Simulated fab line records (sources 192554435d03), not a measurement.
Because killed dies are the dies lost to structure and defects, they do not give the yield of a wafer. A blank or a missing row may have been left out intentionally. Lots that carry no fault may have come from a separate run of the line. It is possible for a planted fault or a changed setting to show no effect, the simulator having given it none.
fab line records	flow n5_finfet
record lots=24	wafers=72	last_day=18
route steps=1938 shown BEOL_M2@844
lots that met no fault: from a run of the same line without faults
start_h: hours from the record's opening day to when the first of the lot's shown wafers began	wait_h: how many hours have passed since the lot's step before this one	" same as the row above	L1.1+2: several wafers, shown together as one row	- either no value or no given start	* or withheld: withheld	< > ~ a bound
route shown NAME@n: names a module that has steps shown in the file, with the first one's number in the route	usual: the fault-free wafers' mean and standard deviation	same: alike in all rows	chamber/n: place in a boat	sites: the reading at each site	_std_site: standard deviation across them	_edge_site: outer sites' mean less inner sites'	radius_mm: for every site, how far away it sits from the centre of the wafer	mask NAME#n: copy n	behind: tool/chamber where the wafer was last shaped	hold: why the lot was held/for how many hours/how that ended	device: names the non-switching transistor (n, p or np)	end of line: tests run on the same wafers once the route is complete	step lacking rows: just its recipe	killed: at the first sort, the dies lost to defects and structure; wafer yield is something else	map: shows each die of a wafer: x if killed, . if not, _ if none is there
set.NAME: the setting the step ran with; set.NAME@STEP: the setting that earlier step ran with	model.NAME: the simulator's own value behind a step, which no gauge read
a sample of lots followed through the steps of the route, with each step as a table and each wafer as a row
services: from which hour (start_h, from the record's first day; less than 0 if before it) a tool's chamber was out of use, for how many hours, and why
## steps
# step N5_BEOL_M2_HM_DEP_02
# recipe material=TiN	target_thk_a=200	temp_c=25	chamber_pressure_pa=0.49996
# usual throttle_valve_pct=29.8/0.87
lot.wafer	tool	chamber	start_h	wait_h	throttle_valve_pct
L074.2	pvd_sputter-02	-	150.76	0.0	29.3
L074.5	"	-	"	"	30.7
L074.6	"	-	"	"	29.6
L076.3	pvd_sputter-03	-	152.65	1.6	29.8
L076.5	"	-	"	"	31.2
L076.6	"	-	"	"	30.7
L075.1	pvd_sputter-01	-	154.50	0.9	30.3
L075.2	"	-	"	"	29.3
L075.6	"	-	"	"	28.4
L077.1	pvd_sputter-01	-	154.60	0.5	30.3
L077.3	"	-	"	"	28.5
L077.6	"	-	"	"	28.1
L078.1	pvd_sputter-03	-	156.19	0.0	31.0
L078.2	"	-	"	"	30.6
L078.6	"	-	"	"	30.8
L079.1	pvd_sputter-03	-	161.33	1.0	30.9
L079.4	"	-	"	"	30.3
L079.5	"	-	"	"	31.0
L080.3	pvd_sputter-03	-	173.23	0.2	30.8
L080.4	"	-	"	"	30.4
L080.5	"	-	"	"	30.6
L081.1	pvd_sputter-01	-	179.82	0.1	29.5
L081.2	"	-	"	"	28.2
L081.5	"	-	"	"	30.3
L082.2	pvd_sputter-02	-	184.68	1.5	30.0
L082.5	"	-	"	"	29.6
L082.6	"	-	"	"	30.8
L083.2	pvd_sputter-02	-	185.58	0.5	29.4
L083.4	"	-	"	"	31.0
L083.6	"	-	"	"	29.7
L084.1	pvd_sputter-01	-	190.37	3.6	29.4
L084.3	"	-	"	"	28.4
L084.5	"	-	"	"	30.5
L086.3	pvd_sputter-01	-	216.22	0.3	28.3
L086.5	"	-	"	"	29.4
L086.6	"	-	"	"	29.5
L088.2	pvd_sputter-01	-	218.54	2.1	29.4
L088.3	"	-	"	"	30.3
L088.6	"	-	"	"	29.3
L087.2	pvd_sputter-01	-	220.04	0.3	30.3
L087.4	"	-	"	"	29.5
L087.5	"	-	"	"	29.4
L085.3	pvd_sputter-02	-	221.37	0.0	28.8
L085.4	"	-	"	"	31.1
L085.5	"	-	"	"	29.7
L090.1	pvd_sputter-02	-	225.81	0.9	29.4
L090.2	"	-	"	"	28.8
L090.3	"	-	"	"	31.0
L089.1	pvd_sputter-01	-	226.50	0.2	29.4
L089.3	"	-	"	"	28.2
L089.4	"	-	"	"	30.2
L091.2	pvd_sputter-01	-	235.57	2.1	28.0
L091.4	"	-	"	"	29.5
L091.6	"	-	"	"	28.2
L092.2	pvd_sputter-02	-	241.15	4.6	30.7
L092.4	"	-	"	"	29.6
L092.5	"	-	"	"	29.0
L093.2	pvd_sputter-01	-	250.27	0.7	29.4
L093.3	"	-	"	"	29.5
L093.4	"	-	"	"	30.5
L095.4	pvd_sputter-01	-	255.43	1.4	30.3
L095.5	"	-	"	"	29.6
L095.6	"	-	"	"	29.6
L094.3	pvd_sputter-01	-	255.53	1.3	29.3
L094.4	"	-	"	"	30.5
L094.6	"	-	"	"	28.0
L096.2	pvd_sputter-03	-	263.66	0.8	30.8
L096.3	"	-	"	"	30.6
L096.5	"	-	"	"	30.9
L097.1	pvd_sputter-03	-	286.07	0.5	30.7
L097.4	"	-	"	"	30.8
L097.5	"	-	"	"	30.6
# step N5_BEOL_M2_CD_MEAS_11
# recipe target_cd_nm=16.79	landing_energy_ev=500	detector=se_inlens	polarity=opening
# usual cd_nm=16.84/0.23
lot.wafer	tool	chamber	start_h	wait_h	cd_nm
L074.2	cd_sem-03	0	151.16	-	16.83
L074.5	"	0	"	"	17.04
L074.6	"	0	"	"	16.80
L076.3	cd_sem-01	0	153.05	-	16.51
L076.5	"	0	"	"	16.91
L076.6	"	0	"	"	16.82
L075.1	cd_sem-02	0	155.02	-	17.24
L075.2	"	0	"	"	16.96
L075.6	"	0	"	"	17.06
L077.1	cd_sem-03	0	155.06	-	16.65
L077.3	"	0	"	"	16.93
L077.6	"	0	"	"	16.40
L078.1	cd_sem-03	0	156.71	-	16.90
L078.2	"	0	"	"	16.72
L078.6	"	0	"	"	16.75
L079.1	cd_sem-03	0	161.85	-	16.67
L079.4	"	0	"	"	16.73
L079.5	"	0	"	"	16.61
L080.3	cd_sem-02	0	173.63	-	16.79
L080.4	"	0	"	"	17.37
L080.5	"	0	"	"	16.94
L081.1	cd_sem-03	0	180.34	-	16.77
L081.2	"	0	"	"	16.64
L081.5	"	0	"	"	16.70
L082.2	cd_sem-03	0	185.08	-	16.69
L082.5	"	0	"	"	16.75
L082.6	"	0	"	"	16.34
L083.2	cd_sem-03	0	186.89	-	16.50
L083.4	"	0	"	"	16.95
L083.6	"	0	"	"	16.73
L084.1	cd_sem-02	0	190.78	-	17.30
L084.3	"	0	"	"	16.94
L084.5	"	0	"	"	16.76
L086.3	cd_sem-01	0	216.61	-	16.81
L086.5	"	0	"	"	16.94
L086.6	"	0	"	"	16.45
L088.2	cd_sem-02	0	219.06	-	16.62
L088.3	"	0	"	"	17.00
L088.6	"	0	"	"	16.87
L087.2	cd_sem-01	0	220.43	-	16.93
L087.4	"	0	"	"	16.78
L087.5	"	0	"	"	16.91
L085.3	cd_sem-02	0	221.76	-	17.02
L085.4	"	0	"	"	16.81
L085.5	"	0	"	"	17.07
L090.1	cd_sem-02	0	226.20	-	17.11
L090.2	"	0	"	"	16.74
L090.3	"	0	"	"	16.60
L089.1	cd_sem-03	0	226.90	-	16.48
L089.3	"	0	"	"	16.76
L089.4	"	0	"	"	16.64
L091.2	cd_sem-03	0	236.09	-	16.81
L091.4	"	0	"	"	17.24
L091.6	"	0	"	"	16.87
L092.2	cd_sem-02	0	241.68	-	16.92
L092.4	"	0	"	"	16.99
L092.5	"	0	"	"	16.75
L093.2	cd_sem-03	0	250.67	-	16.37
L093.3	"	0	"	"	17.02
L093.4	"	0	"	"	16.69
L095.4	cd_sem-03	0	255.96	-	16.53
L095.5	"	0	"	"	16.91
L095.6	"	0	"	"	17.01
L094.3	cd_sem-01	0	256.13	-	16.87
L094.4	"	0	"	"	16.76
L094.6	"	0	"	"	16.72
L096.2	cd_sem-02	0	264.19	-	16.64
L096.3	"	0	"	"	17.25
L096.5	"	0	"	"	16.87
L097.1	cd_sem-02	0	286.63	-	17.00
L097.4	"	0	"	"	16.59
L097.5	"	0	"	"	16.97
# step N5_BEOL_M2_CD_MEAS_18
# recipe pitch_nm=36	target_cd_nm=18
# usual cd_nm=18.1/0.33
lot.wafer	tool	chamber	start_h	wait_h	cd_nm
L074.2	cd_sem-02	-	151.92	0.1	18.4
L074.5	"	-	"	"	18.5
L074.6	"	-	"	"	18.5
L076.3	cd_sem-02	-	154.19	0.1	18.7
L076.5	"	-	"	"	17.8
L076.6	"	-	"	"	18.4
L075.1	cd_sem-01	-	155.75	0.0	18.0
L075.2	"	-	"	"	18.6
L075.6	"	-	"	"	18.3
L077.1	cd_sem-02	-	155.92	0.0	18.2
L077.3	"	-	"	"	17.8
L077.6	"	-	"	"	18.4
L078.1	cd_sem-03	-	157.31	0.0	18.3
L078.2	"	-	"	"	18.0
L078.6	"	-	"	"	18.0
L079.1	cd_sem-01	-	162.41	0.0	17.9
L079.4	"	-	"	"	17.7
L079.5	"	-	"	"	18.1
L080.3	cd_sem-01	-	174.19	0.1	18.0
L080.4	"	-	"	"	18.0
L080.5	"	-	"	"	17.5
L081.1	cd_sem-01	-	181.15	0.0	18.1
L081.2	"	-	"	"	18.0
L081.5	"	-	"	"	18.0
L082.2	cd_sem-02	-	185.84	0.1	17.8
L082.5	"	-	"	"	17.6
L082.6	"	-	"	"	17.8
L083.2	cd_sem-03	-	187.61	0.1	18.4
L083.4	"	-	"	"	18.0
L083.6	"	-	"	"	18.2
L084.1	cd_sem-03	-	191.34	0.0	18.5
L084.3	"	-	"	"	18.8
L084.5	"	-	"	"	18.2
L086.3	cd_sem-02	-	217.43	0.1	18.2
L086.5	"	-	"	"	18.5
L086.6	"	-	"	"	17.5
L088.2	cd_sem-03	-	220.53	0.1	18.2
L088.3	"	-	"	"	17.9
L088.6	"	-	"	"	18.1
L087.2	cd_sem-01	-	221.69	0.1	18.6
L087.4	"	-	"	"	18.0
L087.5	"	-	"	"	17.9
L085.3	cd_sem-01	-	222.58	0.1	18.1
L085.4	"	-	"	"	18.5
L085.5	"	-	"	"	18.1
L090.1	cd_sem-02	-	226.90	0.0	17.8
L090.2	"	-	"	"	18.3
L090.3	"	-	"	"	18.0
L089.1	cd_sem-01	-	227.45	0.0	17.8
L089.3	"	-	"	"	17.7
L089.4	"	-	"	"	18.6
L091.2	cd_sem-03	-	236.69	0.1	18.2
L091.4	"	-	"	"	18.8
L091.6	"	-	"	"	17.9
L092.2	cd_sem-02	-	242.23	0.1	17.8
L092.4	"	-	"	"	17.7
L092.5	"	-	"	"	18.2
L093.2	cd_sem-03	-	251.37	0.1	17.5
L093.3	"	-	"	"	18.1
L093.4	"	-	"	"	17.4
L095.4	cd_sem-02	-	256.53	0.0	18.2
L095.5	"	-	"	"	17.3
L095.6	"	-	"	"	18.4
L094.3	cd_sem-03	-	256.68	0.1	18.2
L094.4	"	-	"	"	18.4
L094.6	"	-	"	"	18.0
L096.2	cd_sem-02	-	264.76	0.1	18.2
L096.3	"	-	"	"	17.5
L096.5	"	-	"	"	17.9
L097.1	cd_sem-01	-	289.04	0.1	17.8
L097.4	"	-	"	"	17.8
L097.5	"	-	"	"	18.5
# step N5_BEOL_M2_SPUTTER_94
# recipe material=Cu	target_thk_a=45	temp_c=-20	chamber_pressure_pa=0.07	power_w=withheld	time_s=8.29
# usual chuck_gas_flow_sccm=1.26/0.053	throttle_valve_pct=29.8/0.85
lot.wafer	tool	chamber	start_h	wait_h	chuck_gas_flow_sccm	throttle_valve_pct
L074.2	pvd_sputter-02	-	157.03	0.1	1.26	28.8
L074.5	"	-	"	"	1.32	29.9
L074.6	"	-	"	"	1.17	30.8
L076.3	pvd_sputter-02	-	160.75	0.1	1.23	29.5
L076.5	"	-	"	"	1.25	28.7
L076.6	"	-	"	"	1.31	29.6
L075.1	pvd_sputter-03	-	164.13	0.1	1.27	31.1
L075.2	"	-	"	"	1.29	30.2
L075.6	"	-	"	"	1.24	29.9
L077.1	pvd_sputter-03	-	166.01	0.1	1.23	31.1
L077.3	"	-	"	"	1.29	30.8
L077.6	"	-	"	"	1.20	30.0
L079.1	pvd_sputter-02	-	170.04	0.1	1.23	29.7
L079.4	"	-	"	"	1.26	28.7
L079.5	"	-	"	"	1.18	29.8
L078.1	pvd_sputter-01	-	171.39	0.1	1.29	27.9
L078.2	"	-	"	"	1.30	30.5
L078.6	"	-	"	"	1.21	29.3
L080.3	pvd_sputter-03	-	178.97	0.1	1.38	30.8
L080.4	"	-	"	"	1.28	30.7
L080.5	"	-	"	"	1.27	30.9
L081.1	pvd_sputter-01	-	190.07	0.1	1.26	29.6
L081.2	"	-	"	"	1.16	29.3
L081.5	"	-	"	"	1.26	29.4
L082.2	pvd_sputter-02	-	193.15	0.1	1.33	29.7
L082.5	"	-	"	"	1.36	29.3
L082.6	"	-	"	"	1.23	28.9
L083.2	pvd_sputter-02	-	194.99	0.1	1.38	29.9
L083.4	"	-	"	"	1.29	30.8
L083.6	"	-	"	"	1.17	28.7
L084.1	pvd_sputter-03	-	197.15	0.1	1.19	30.7
L084.3	"	-	"	"	1.33	30.2
L084.5	"	-	"	"	1.19	30.0
L086.3	pvd_sputter-03	-	222.41	0.1	1.34	29.9
L086.5	"	-	"	"	1.24	29.9
L086.6	"	-	"	"	1.25	31.0
L088.2	pvd_sputter-01	-	225.08	0.1	1.19	30.5
L088.3	"	-	"	"	1.24	29.1
L088.6	"	-	"	"	1.30	29.6
L087.2	pvd_sputter-01	-	228.24	0.1	1.28	29.4
L087.4	"	-	"	"	1.22	29.5
L087.5	"	-	"	"	1.28	30.3
L085.3	pvd_sputter-01	-	230.50	0.1	1.35	30.3
L085.4	"	-	"	"	1.12	29.6
L085.5	"	-	"	"	1.34	29.4
L090.1	pvd_sputter-03	-	231.02	0.1	1.20	30.9
L090.2	"	-	"	"	1.18	30.7
L090.3	"	-	"	"	1.21	30.1
L089.1	pvd_sputter-03	-	234.58	0.1	1.29	30.8
L089.3	"	-	"	"	1.28	31.0
L089.4	"	-	"	"	1.15	30.1
L091.2	pvd_sputter-01	-	244.25	0.1	1.23	28.0
L091.4	"	-	"	"	1.33	29.3
L091.6	"	-	"	"	1.21	28.1
L092.2	pvd_sputter-01	-	249.87	0.1	1.20	29.4
L092.4	"	-	"	"	1.24	30.4
L092.5	"	-	"	"	1.35	29.2
L093.2	pvd_sputter-02	-	258.11	0.1	1.27	30.8
L093.3	"	-	"	"	1.30	28.9
L093.4	"	-	"	"	1.27	29.3
L095.4	pvd_sputter-01	-	263.19	0.1	1.26	29.3
L095.5	"	-	"	"	1.30	28.3
L095.6	"	-	"	"	1.30	30.2
L094.3	pvd_sputter-02	-	264.38	0.1	1.26	29.6
L094.4	"	-	"	"	1.24	30.9
L094.6	"	-	"	"	1.26	29.7
L096.2	pvd_sputter-03	-	280.68	0.1	1.27	31.0
L096.3	"	-	"	"	1.23	29.8
L096.5	"	-	"	"	1.20	31.1
L097.1	pvd_sputter-02	-	298.69	0.1	1.23	29.7
L097.4	"	-	"	"	1.24	29.5
L097.5	"	-	"	"	1.22	29.1
# step N5_BEOL_M2_ANNEAL_95
# recipe temp_c=400	time_s=240	ambient=vacuum
# usual heater_power_w=830/58
lot.wafer	tool	chamber	start_h	wait_h	heater_power_w
L074.2	pvd_sputter-02	-	157.11	0.0	838
L074.5	"	-	"	"	824
L074.6	"	-	"	"	915
L076.3	pvd_sputter-02	-	160.83	0.0	822
L076.5	"	-	"	"	847
L076.6	"	-	"	"	827
L075.1	pvd_sputter-03	-	164.21	0.0	940
L075.2	"	-	"	"	805
L075.6	"	-	"	"	786
L077.1	pvd_sputter-03	-	166.09	0.0	743
L077.3	"	-	"	"	756
L077.6	"	-	"	"	809
L079.1	pvd_sputter-02	-	170.12	0.0	810
L079.4	"	-	"	"	846
L079.5	"	-	"	"	842
L078.1	pvd_sputter-01	-	171.47	0.0	845
L078.2	"	-	"	"	807
L078.6	"	-	"	"	822
L080.3	pvd_sputter-03	-	179.05	0.0	953
L080.4	"	-	"	"	772
L080.5	"	-	"	"	938
L081.1	pvd_sputter-01	-	190.15	0.0	808
L081.2	"	-	"	"	812
L081.5	"	-	"	"	776
L082.2	pvd_sputter-02	-	193.23	0.0	820
L082.5	"	-	"	"	803
L082.6	"	-	"	"	851
L083.2	pvd_sputter-02	-	195.07	0.0	805
L083.4	"	-	"	"	945
L083.6	"	-	"	"	866
L084.1	pvd_sputter-03	-	197.23	0.0	741
L084.3	"	-	"	"	796
L084.5	"	-	"	"	806
L086.3	pvd_sputter-03	-	222.49	0.0	777
L086.5	"	-	"	"	807
L086.6	"	-	"	"	958
L088.2	pvd_sputter-01	-	225.16	0.0	806
L088.3	"	-	"	"	821
L088.6	"	-	"	"	790
L087.2	pvd_sputter-01	-	228.32	0.0	826
L087.4	"	-	"	"	782
L087.5	"	-	"	"	788
L085.3	pvd_sputter-01	-	230.58	0.0	782
L085.4	"	-	"	"	836
L085.5	"	-	"	"	767
L090.1	pvd_sputter-03	-	231.10	0.0	936
L090.2	"	-	"	"	743
L090.3	"	-	"	"	819
L089.1	pvd_sputter-03	-	234.66	0.0	763
L089.3	"	-	"	"	928
L089.4	"	-	"	"	805
L091.2	pvd_sputter-01	-	244.33	0.0	889
L091.4	"	-	"	"	784
L091.6	"	-	"	"	857
L092.2	pvd_sputter-01	-	249.95	0.0	822
L092.4	"	-	"	"	799
L092.5	"	-	"	"	779
L093.2	pvd_sputter-02	-	258.19	0.0	932
L093.3	"	-	"	"	881
L093.4	"	-	"	"	834
L095.4	pvd_sputter-01	-	263.27	0.0	784
L095.5	"	-	"	"	890
L095.6	"	-	"	"	764
L094.3	pvd_sputter-02	-	264.46	0.0	832
L094.4	"	-	"	"	944
L094.6	"	-	"	"	801
L096.2	pvd_sputter-03	-	280.76	0.0	938
L096.3	"	-	"	"	789
L096.5	"	-	"	"	731
L097.1	pvd_sputter-02	-	298.77	0.0	825
L097.4	"	-	"	"	828
L097.5	"	-	"	"	861
# step N5_BEOL_M2_SPUTTER_96
# recipe material=Cu	target_thk_a=45	temp_c=-20	chamber_pressure_pa=0.07	power_w=withheld	time_s=8.29
# usual chuck_gas_flow_sccm=1.26/0.051	throttle_valve_pct=29.9/0.84
lot.wafer	tool	chamber	start_h	wait_h	chuck_gas_flow_sccm	throttle_valve_pct
L074.2	pvd_sputter-02	-	157.25	0.1	1.20	28.8
L074.5	"	-	"	"	1.29	29.9
L074.6	"	-	"	"	1.30	30.5
L076.3	pvd_sputter-02	-	160.97	0.1	1.26	29.4
L076.5	"	-	"	"	1.27	28.9
L076.6	"	-	"	"	1.32	29.8
L075.1	pvd_sputter-03	-	164.35	0.1	1.19	31.1
L075.2	"	-	"	"	1.21	30.3
L075.6	"	-	"	"	1.26	30.1
L077.1	pvd_sputter-03	-	166.23	0.1	1.22	31.1
L077.3	"	-	"	"	1.27	30.8
L077.6	"	-	"	"	1.18	30.2
L079.1	pvd_sputter-02	-	170.26	0.1	1.27	29.9
L079.4	"	-	"	"	1.32	28.8
L079.5	"	-	"	"	1.32	29.7
L078.1	pvd_sputter-01	-	171.61	0.1	1.22	28.0
L078.2	"	-	"	"	1.24	30.3
L078.6	"	-	"	"	1.23	29.5
L080.3	pvd_sputter-03	-	179.19	0.1	1.22	31.0
L080.4	"	-	"	"	1.32	30.7
L080.5	"	-	"	"	1.19	31.1
L081.1	pvd_sputter-01	-	190.29	0.1	1.32	29.5
L081.2	"	-	"	"	1.27	29.5
L081.5	"	-	"	"	1.17	29.6
L082.2	pvd_sputter-02	-	193.37	0.1	1.30	29.7
L082.5	"	-	"	"	1.28	29.6
L082.6	"	-	"	"	1.24	28.7
L083.2	pvd_sputter-02	-	195.21	0.1	1.22	30.1
L083.4	"	-	"	"	1.27	30.9
L083.6	"	-	"	"	1.21	28.7
L084.1	pvd_sputter-03	-	197.37	0.1	1.25	30.6
L084.3	"	-	"	"	1.29	29.9
L084.5	"	-	"	"	1.23	30.0
L086.3	pvd_sputter-03	-	222.63	0.1	1.27	30.0
L086.5	"	-	"	"	1.36	29.9
L086.6	"	-	"	"	1.23	31.0
L088.2	pvd_sputter-01	-	225.30	0.1	1.22	30.4
L088.3	"	-	"	"	1.26	29.3
L088.6	"	-	"	"	1.16	29.6
L087.2	pvd_sputter-01	-	228.46	0.1	1.27	29.5
L087.4	"	-	"	"	1.26	29.6
L087.5	"	-	"	"	1.15	30.4
L085.3	pvd_sputter-01	-	230.72	0.1	1.27	30.3
L085.4	"	-	"	"	1.26	29.6
L085.5	"	-	"	"	1.26	29.4
L090.1	pvd_sputter-03	-	231.24	0.1	1.30	30.9
L090.2	"	-	"	"	1.28	30.5
L090.3	"	-	"	"	1.24	30.1
L089.1	pvd_sputter-03	-	234.80	0.1	1.33	30.7
L089.3	"	-	"	"	1.23	30.8
L089.4	"	-	"	"	1.23	30.1
L091.2	pvd_sputter-01	-	244.47	0.1	1.31	28.2
L091.4	"	-	"	"	1.20	29.5
L091.6	"	-	"	"	1.26	28.3
L092.2	pvd_sputter-01	-	250.09	0.1	1.39	29.7
L092.4	"	-	"	"	1.16	30.2
L092.5	"	-	"	"	1.28	29.5
L093.2	pvd_sputter-02	-	258.33	0.1	1.35	30.9
L093.3	"	-	"	"	1.16	29.1
L093.4	"	-	"	"	1.32	29.4
L095.4	pvd_sputter-01	-	263.41	0.1	1.32	29.2
L095.5	"	-	"	"	1.25	27.9
L095.6	"	-	"	"	1.23	30.3
L094.3	pvd_sputter-02	-	264.60	0.1	1.29	29.5
L094.4	"	-	"	"	1.30	30.6
L094.6	"	-	"	"	1.26	29.9
L096.2	pvd_sputter-03	-	280.90	0.1	1.37	31.1
L096.3	"	-	"	"	1.25	30.0
L096.5	"	-	"	"	1.14	30.9
L097.1	pvd_sputter-02	-	298.91	0.1	1.32	29.7
L097.4	"	-	"	"	1.24	29.5
L097.5	"	-	"	"	1.21	29.2
## services
tool	chamber	start_h	hours	kind
pvd_sputter-01	-	156.15	13.6	repair
## key
fault none
